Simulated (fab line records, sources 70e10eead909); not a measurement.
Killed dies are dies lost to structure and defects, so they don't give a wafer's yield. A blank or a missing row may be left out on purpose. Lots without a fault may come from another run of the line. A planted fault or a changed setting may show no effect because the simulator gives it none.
One fault seen from 2 desks | flow nand_harc | each desk has only its own numbers; what lay behind them comes last

THE METROLOGY DESK
What the gauges read, lot by lot, whatever tool the lot ran on: means of the sampled wafers that have a number. A lot is out of limits, marked OUT, if its mean lies more than 4 standard deviations from the usual mean; the brackets give that distance.
Columns: A = thk_nm at NHARC_A_ONON_D2_THK_MEAS_08, usual 1003 nm
lot  | first seen here | A
L170 | day 12 10:45    | 1010
L169 | day 12 11:01    | 1000
L171 | day 13 05:08    | 1006
L173 | day 13 16:59    | 1002
L175 | day 14 07:42    | 1024
L176 | day 14 23:20    | 1032
L184 | day 18 12:17    | 677 (-27) OUT
L185 | day 19 01:11    | 649 (-30) OUT
L187 | day 19 19:19    | 1020
L188 | day 19 19:20    | 998
L189 | day 21 00:27    | 989
L190 | day 21 02:14    | 996
L191 | day 21 14:49    | 1003
L192 | day 21 14:49    | 1015
This desk's finding: out of limits on L184, L185; first on L184, day 18 12:17 (thk_nm at NHARC_A_ONON_D2_THK_MEAS_08). In limits: L170, L169, L171, L173, L175, L176, L187, L188, L189, L190, L191, L192.

THE TOOL OWNER'S DESK: pecvd_onon-02
The tool's own readings at NHARC_A_ONON_D2_DEP_06 (target thk 1000 nm): means of the sampled wafers that have a number, for each lot that ran on this tool. A lot is out of limits, marked OUT, if its mean lies more than 4 standard deviations from the usual mean; the brackets give that distance.
Columns: A = susceptor_temp_C at NHARC_A_ONON_D2_DEP_06, usual 400.04 C
lot  | first seen here | A
L170 | day 12 10:14    | 400.18
L173 | day 13 16:32    | 399.88
L175 | day 14 07:11    | 400.15
L184 | day 18 11:50    | 400.05
L185 | day 19 00:40    | 399.82
L191 | day 21 14:22    | 400.28
This desk's finding: nothing out of limits on any of the 6 lots.

PUT TOGETHER
The metrology desk could have raised an alarm at day 18 12:17, on L184, L185.
The tool owner's desk saw nothing out of limits.
The tool owner's desk has L184, L185 on record, within its limits.
Of the lots named, all ran NHARC_A_ONON_D2_DEP_06 on pecvd_onon-02.

WHAT THE SIMULATOR HAD PUT IN
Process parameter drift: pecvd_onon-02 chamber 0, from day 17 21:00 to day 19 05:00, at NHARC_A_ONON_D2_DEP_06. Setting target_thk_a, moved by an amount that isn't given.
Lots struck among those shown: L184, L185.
Hours from the fault's start to each desk's first reading out of limits: the metrology desk, 15.
